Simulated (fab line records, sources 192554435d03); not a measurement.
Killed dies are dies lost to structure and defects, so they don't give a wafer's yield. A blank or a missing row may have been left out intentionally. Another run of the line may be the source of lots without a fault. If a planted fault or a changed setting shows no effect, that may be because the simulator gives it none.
Which tool is to blame?    flow n5 finfet    24 lots with 72 wafers sampled at 6 steps, on a route of 1938 steps

WHAT THE GAUGES READ, wafer by wafer
N5_BEOL_M1_CD_MEAS_11: target cd 17.05 nm. Usual: cd nm at 16.98 nm, with a standard deviation of 0.26.
lot   measured      on         cd nm (nm)         flag
L074  day 6 15:00   cd sem-03  17.15 17.05 16.84  
L075  day 6 15:12   cd sem-03  17.09 17.37 16.84  
L077  day 6 21:00   cd sem-01  17.12 17.07 17.21  
L076  day 7 01:10   cd sem-03  16.76 17.50 17.19  
L078  day 7 01:53   cd sem-02  16.60 17.32 16.37  
L080  day 7 17:23   cd sem-03  16.55 16.72 17.06  
L082  day 7 20:20   cd sem-02  17.27 17.56 17.21  
L079  day 7 20:59   cd sem-02  17.19 16.94 17.39  
L081  day 8 00:20   cd sem-01  17.02 17.01 16.82  
L083  day 8 04:34   cd sem-03  16.86 16.59 16.40  
L084  day 8 15:53   cd sem-03  17.22 17.38 17.71  
L085  day 9 00:52   cd sem-02  17.00 16.59 16.86  
L086  day 9 03:40   cd sem-03  17.10 16.79 17.00  
L087  day 9 06:22   cd sem-03  17.04 16.80 16.89  
L088  day 9 12:59   cd sem-01  16.83 16.61 17.03  
L089  day 9 15:56   cd sem-03  17.26 17.31 17.20  
L090  day 10 05:04  cd sem-03  16.90 16.76 16.87  
L091  day 10 08:26  cd sem-03  17.04 17.10 17.08  
L092  day 10 15:29  cd sem-03  16.46 16.95 16.92  
L093  day 10 20:14  cd sem-01  17.27 17.15 16.93  
L094  day 11 04:42  cd sem-03  16.97 16.81 16.71  
L096  day 11 11:07  cd sem-01  16.83 17.25 17.36  
L095  day 11 19:52  cd sem-01  16.91 16.83 17.09  
L097  day 11 20:22  cd sem-01  17.09 17.37 16.70  

N5_BEOL_M1_OVL_MEAS_29. Usual: for V0_OVL the level is 0.3 nm and the standard deviation is 0.72.
lot   measured      on          V0_OVL (nm)     flag
L074  day 6 16:11   overlay-02  0.1 0.3 0.0     
L075  day 6 16:56   overlay-02  -0.4 0.7 -1.6   
L077  day 6 22:06   overlay-02  -0.5 -0.3 -0.2  
L076  day 7 02:04   overlay-01  0.1 1.2 1.0     
L078  day 7 02:53   overlay-01  -0.1 0.4 0.5    
L080  day 7 18:17   overlay-02  0.7 0.6 1.7     
L082  day 7 21:29   overlay-01  0.4 0.1 0.2     
L079  day 7 22:02   overlay-02  0.3 1.6 0.3     
L081  day 8 01:31   overlay-01  1.5 2.3 0.8     
L083  day 8 07:19   overlay-01  0.1 0.4 0.8     
L084  day 8 18:08   overlay-02  0.0 0.2 -0.5    
L085  day 9 02:03   overlay-02  -0.3 0.7 -0.4   
L086  day 9 04:35   overlay-01  1.2 1.9 0.9     
L087  day 9 07:19   overlay-02  0.8 0.4 -0.2    
L088  day 9 14:23   overlay-02  0.0 -0.2 -0.4   
L089  day 9 17:50   overlay-01  0.7 1.0 1.3     
L090  day 10 06:06  overlay-01  0.0 -0.6 -0.1   
L091  day 10 09:21  overlay-01  -0.2 0.5 -0.2   
L092  day 10 16:29  overlay-02  -0.8 0.0 -0.5   
L093  day 10 21:08  overlay-02  0.3 -0.4 0.8    
L094  day 11 05:44  overlay-01  -0.9 -0.1 -0.8  
L096  day 11 12:18  overlay-01  0.5 -0.3 1.3    
L095  day 11 20:55  overlay-01  -0.2 -1.3 -1.0  
L097  day 11 21:30  overlay-01  0.9 0.5 0.9     

N5_BEOL_M2_CD_MEAS_11: target cd 16.79 nm. Usual: cd nm at 16.96 nm, with a standard deviation of 0.24.
lot   measured      on         cd nm (nm)         flag
L074  day 8 08:35   cd sem-02  16.85 17.16 16.85  
L075  day 8 09:30   cd sem-01  17.33 17.24 17.21  
L077  day 8 12:14   cd sem-03  16.77 16.76 16.70  
L076  day 8 12:46   cd sem-02  17.04 17.10 16.62  
L078  day 8 22:31   cd sem-02  16.94 17.26 16.99  
L080  day 9 12:28   cd sem-02  17.26 17.04 16.74  
L082  day 9 12:42   cd sem-02  17.22 16.88 16.81  
L079  day 9 09:34   cd sem-02  16.88 16.82 16.69  
L081  day 9 14:36   cd sem-01  16.84 17.39 16.88  
L083  day 9 20:01   cd sem-01  17.66 16.79 17.24  
L084  day 9 14:13   cd sem-03  16.66 16.96 16.83  
L085  day 10 12:51  cd sem-03  16.76 17.00 17.04  
L086  day 9 18:14   cd sem-03  17.48 17.51 17.04  
L087  day 10 16:03  cd sem-01  16.76 16.87 17.06  
L088  day 10 20:20  cd sem-03  16.60 17.06 16.83  
L089  day 11 01:11  cd sem-01  16.95 16.81 16.50  
L090  day 11 04:41  cd sem-01  16.71 17.45 17.26  
L091  day 11 05:25  cd sem-03  16.99 16.79 16.99  
L092  day 11 19:47  cd sem-01  16.64 16.70 16.86  
L093  day 11 20:19  cd sem-01  16.87 17.24 16.68  
L094  day 12 02:13  cd sem-03  16.80 16.78 17.17  
L096  day 12 02:29  cd sem-03  17.14 16.91 16.90  
L095  day 12 07:20  cd sem-02  16.93 17.01 16.53  
L097  day 12 13:02  cd sem-03  16.67 16.70 16.34  

EACH LOT AND THE TOOL THAT RAN IT (in order: tool; ch and the chambers of the sampled wafers; start)
lot   N5_BEOL_M1_DESCUM_16                N5_BEOL_M1_ETCHBACK_99              N5_BEOL_M1_SPUTTER_81
L074  rie diel-02 ch 0,2,3, day 6 15:07   rie diel-05 ch 0,1,2, day 8 03:47   pvd sputter-03, day 8 05:27
L075  rie diel-02 ch 0,1,2, day 6 16:01   rie diel-06 ch 0,1,2, day 8 03:47   pvd sputter-01, day 8 05:40
L077  rie diel-02 ch 0,1,3, day 6 21:07   rie diel-06 ch 0,1,2, day 8 06:44   pvd sputter-02, day 8 08:36
L076  rie diel-02 ch 0,2,3, day 7 01:17   rie diel-06 ch 0,1,2, day 8 07:06   pvd sputter-03, day 8 09:22
L078  rie diel-06 ch 0,2,3, day 7 02:01   rie diel-05 ch 1,3, day 8 14:48     pvd sputter-03, day 8 17:04
L080  rie diel-06 ch 0,1,2, day 7 17:31   rie diel-06 ch 1,2,3, day 9 04:26   pvd sputter-02, day 9 07:07
L082  rie diel-06 ch 1,2, day 7 20:40     rie diel-05 ch 1,2,3, day 9 05:18   pvd sputter-03, day 9 07:30
L079  rie diel-02 ch 1,2, day 7 21:07     rie diel-02 ch 0,2,3, day 9 01:56   pvd sputter-03, day 9 04:26
L081  rie diel-06 ch 0,1,2, day 8 00:40   rie diel-06 ch 0,1,2, day 9 08:29   pvd sputter-02, day 9 10:35
L083  rie diel-06 ch 0,2, day 8 06:17     rie diel-02 ch 1,2,3, day 9 13:29   pvd sputter-03, day 9 16:16
L084  rie diel-05 ch 0,1,2, day 8 17:10   rie diel-05 ch 1,3, day 9 08:27     pvd sputter-03, day 9 10:30
L085  rie diel-05 ch 0,1,2, day 9 01:13   rie diel-06 ch 1,2,3, day 10 04:25  pvd sputter-01, day 10 07:33
L086  rie diel-05 ch 1,2,3, day 9 03:47   rie diel-05 ch 1,2,3, day 9 11:50   pvd sputter-02, day 9 14:06
L087  rie diel-06 ch 1,2, day 9 06:29     rie diel-02 ch 1,2,3, day 10 08:50  pvd sputter-01, day 10 12:58
L088  rie diel-02 ch 1,2,3, day 9 13:16   rie diel-05 ch 0,2,3, day 10 12:15  pvd sputter-02, day 10 14:04
L089  rie diel-02 ch 1,2,3, day 9 16:03   rie diel-02 ch 0,2,3, day 10 19:13  pvd sputter-01, day 10 21:20
L090  rie diel-06 ch 1,3, day 10 05:11    rie diel-02 ch 0,3, day 10 19:36    pvd sputter-01, day 10 23:16
L091  rie diel-02 ch 1,3, day 10 08:34    rie diel-05 ch 1,3, day 11 00:08    pvd sputter-03, day 11 01:52
L092  rie diel-02 ch 0,2,3, day 10 15:37  rie diel-02 ch 1,3, day 11 10:11    pvd sputter-01, day 11 13:38
L093  rie diel-06 ch 2,3, day 10 20:22    rie diel-05 ch 0,3, day 11 14:33    pvd sputter-02, day 11 16:31
L094  rie diel-06 ch 0,1,2, day 11 04:49  rie diel-05 ch 0,2,3, day 11 19:05  pvd sputter-01, day 11 21:25
L096  rie diel-06 ch 0,2, day 11 11:23    rie diel-06 ch 0,3, day 11 19:34    pvd sputter-02, day 11 21:30
L095  rie diel-02 ch 1,2, day 11 20:00    rie diel-05 ch 0,1,3, day 11 22:21  pvd sputter-01, day 12 00:18
L097  rie diel-05 ch 1,2, day 11 20:35    rie diel-05 ch 0,1, day 12 06:42    pvd sputter-03, day 12 09:16
- N5_BEOL_M1_DESCUM_16: chemistry O2, time 7 s.
- N5_BEOL_M1_ETCHBACK_99: etches SiO2 in CHF3, target depth 5 nm, time 10.4 s.
- N5_BEOL_M1_SPUTTER_81: material Cu, target thk 4.5 nm, time 8.29 s.

WHAT THE TOOLS THEMSELVES READ (means of the sampled wafers that have a number; where no wafer has one, the mark that the record gives instead)
N5_BEOL_M1_DESCUM_16. Usual: drypump motor current A 5.6 A, standard deviation 0.45; oes product au 0.77 a.u., standard deviation 0.066; rf vpp V 243.4 V, standard deviation 1.5; showerhead plenum p Torr 2.11 Torr, standard deviation 0.085; throttle valve pct 20.44 %, standard deviation 0.2.
lot   tool         drypump motor current A (A)  oes product au (a.u.)  rf vpp V (V)  showerhead plenum p Torr (Torr)  throttle valve pct (%)  flag
L074  rie diel-02  5.2                          0.77                   243.1         2.06                             20.65                   
L075  rie diel-02  5.4                          0.76                   243.8         2.13                             20.59                   
L077  rie diel-02  5.6                          0.81                   243.0         2.08                             20.65                   
L076  rie diel-02  5.2                          0.77                   242.3         2.06                             20.65                   
L078  rie diel-06  5.8                          0.73                   243.0         2.09                             20.46                   
L080  rie diel-06  5.6                          0.78                   244.2         2.12                             20.28                   
L082  rie diel-06  5.6                          0.79                   244.4         2.16                             20.22                   
L079  rie diel-02  5.5                          0.76                   243.6         2.19                             20.45                   
L081  rie diel-06  5.6                          0.78                   244.6         2.11                             20.30                   
L083  rie diel-06  5.6                          0.74                   242.8         2.06                             20.34                   
L084  rie diel-05  5.6                          0.74                   244.2         2.11                             20.42                   
L085  rie diel-05  5.6                          0.74                   243.9         2.11                             20.43                   
L086  rie diel-05  5.8                          0.74                   243.4         2.10                             20.29                   
L087  rie diel-06  5.5                          0.74                   242.5         2.10                             20.29                   
L088  rie diel-02  5.7                          0.80                   244.2         2.14                             20.51                   
L089  rie diel-02  5.7                          0.80                   243.7         2.14                             20.51                   
L090  rie diel-06  5.7                          0.85                   244.1         2.18                             20.23                   
L091  rie diel-02  5.9                          0.84                   243.0         2.08                             20.57                   
L092  rie diel-02  5.2                          0.75                   241.4         2.05                             20.70                   
L093  rie diel-06  5.9                          0.86                   243.8         2.10                             20.32                   
L094  rie diel-06  5.6                          0.75                   244.7         2.10                             20.33                   
L096  rie diel-06  5.7                          0.75                   242.2         2.06                             20.40                   
L095  rie diel-02  5.5                          0.74                   243.7         2.18                             20.49                   
L097  rie diel-05  5.9                          0.74                   244.9         2.16                             20.34                   

N5_BEOL_M1_ETCHBACK_99. Usual: drypump motor current A 5.6 A, standard deviation 0.43; oes product au 0.76 a.u., standard deviation 0.065; rf vpp V 244 V, standard deviation 6.9; showerhead plenum p Torr 2.15 Torr, standard deviation 0.088; throttle valve pct 17.11 %, standard deviation 0.2.
lot   tool         drypump motor current A (A)  oes product au (a.u.)  rf vpp V (V)  showerhead plenum p Torr (Torr)  throttle valve pct (%)  flag
L074  rie diel-05  5.6                          0.75                   241           2.19                             17.15                   
L075  rie diel-06  5.6                          0.77                   243           2.18                             17.00                   
L077  rie diel-06  5.6                          0.77                   243           2.18                             17.00                   
L076  rie diel-06  5.6                          0.77                   243           2.18                             17.01                   
L078  rie diel-05  5.6                          0.72                   237           2.18                             17.21                   
L080  rie diel-06  5.7                          0.84                   243           2.20                             16.92                   
L082  rie diel-05  5.8                          0.74                   238           2.19                             17.12                   
L079  rie diel-02  5.2                          0.75                   248           2.10                             17.23                   
L081  rie diel-06  5.6                          0.76                   243           2.18                             17.02                   
L083  rie diel-02  5.7                          0.78                   250           2.18                             17.04                   
L084  rie diel-05  5.7                          0.73                   240           2.12                             17.11                   
L085  rie diel-06  5.7                          0.82                   243           2.19                             16.94                   
L086  rie diel-05  5.8                          0.74                   238           2.19                             17.12                   
L087  rie diel-02  5.7                          0.77                   249           2.18                             17.06                   
L088  rie diel-05  5.6                          0.74                   243           2.12                             17.09                   
L089  rie diel-02  5.2                          0.74                   247           2.09                             17.25                   
L090  rie diel-02  5.1                          0.73                   250           2.03                             17.41                   
L091  rie diel-05  5.7                          0.72                   239           2.11                             17.13                   
L092  rie diel-02  6.2                          0.79                   253           2.19                             17.02                   
L093  rie diel-05  5.3                          0.71                   248           2.04                             17.12                   
L094  rie diel-05  5.6                          0.73                   243           2.12                             17.09                   
L096  rie diel-06  6.0                          0.88                   246           2.19                             17.11                   
L095  rie diel-05  5.4                          0.72                   242           2.11                             17.19                   
L097  rie diel-05  5.2                          0.71                   245           2.10                             17.25                   

N5_BEOL_M1_SPUTTER_81. Usual: chamber pressure pa 0.07 Pa, standard deviation 0.00013; throttle valve pct 30.0 %, standard deviation 0.73.
lot   tool            chamber pressure pa (Pa)  throttle valve pct (%)  flag
L074  pvd sputter-03  0.07                      30.2                    
L075  pvd sputter-01  0.07                      29.9                    
L077  pvd sputter-02  0.07                      29.7                    
L076  pvd sputter-03  0.07                      30.5                    
L078  pvd sputter-03  0.07                      30.3                    
L080  pvd sputter-02  0.07                      30.1                    
L082  pvd sputter-03  0.07                      30.0                    
L079  pvd sputter-03  0.07                      30.7                    
L081  pvd sputter-02  0.07                      29.9                    
L083  pvd sputter-03  0.07                      30.3                    
L084  pvd sputter-03  0.07                      29.9                    
L085  pvd sputter-01  0.07                      29.6                    
L086  pvd sputter-02  0.07                      30.0                    
L087  pvd sputter-01  0.07                      29.5                    
L088  pvd sputter-02  0.07                      29.9                    
L089  pvd sputter-01  0.07                      30.1                    
L090  pvd sputter-01  0.07                      29.4                    
L091  pvd sputter-03  0.07                      29.8                    
L092  pvd sputter-01  0.07                      29.5                    
L093  pvd sputter-02  0.07                      29.8                    
L094  pvd sputter-01  0.07                      29.5                    
L096  pvd sputter-02  0.07                      29.8                    
L095  pvd sputter-01  0.07                      29.4                    
L097  pvd sputter-03  0.07                      29.3                    

THE ANSWER, worked out from the rows above alone
Rule: a lot is off if the mean of its wafers that have a number lies more than 3 standard deviations from the usual mean. A lot without any number at a reading at which 4 lots or more have one is off too. All remaining lots with rows at the step are treated as sound. The gauges are gone through in route order, then the tools' own readings, and for those a lot's mean is taken as printed above. The first step at which some lot is off is used, and at that step the reading that is off furthest; a lot without a number counts as furthest.
Nothing can be told from this: no lot is off at any reading shown.

WHAT THE SIMULATOR PUT IN
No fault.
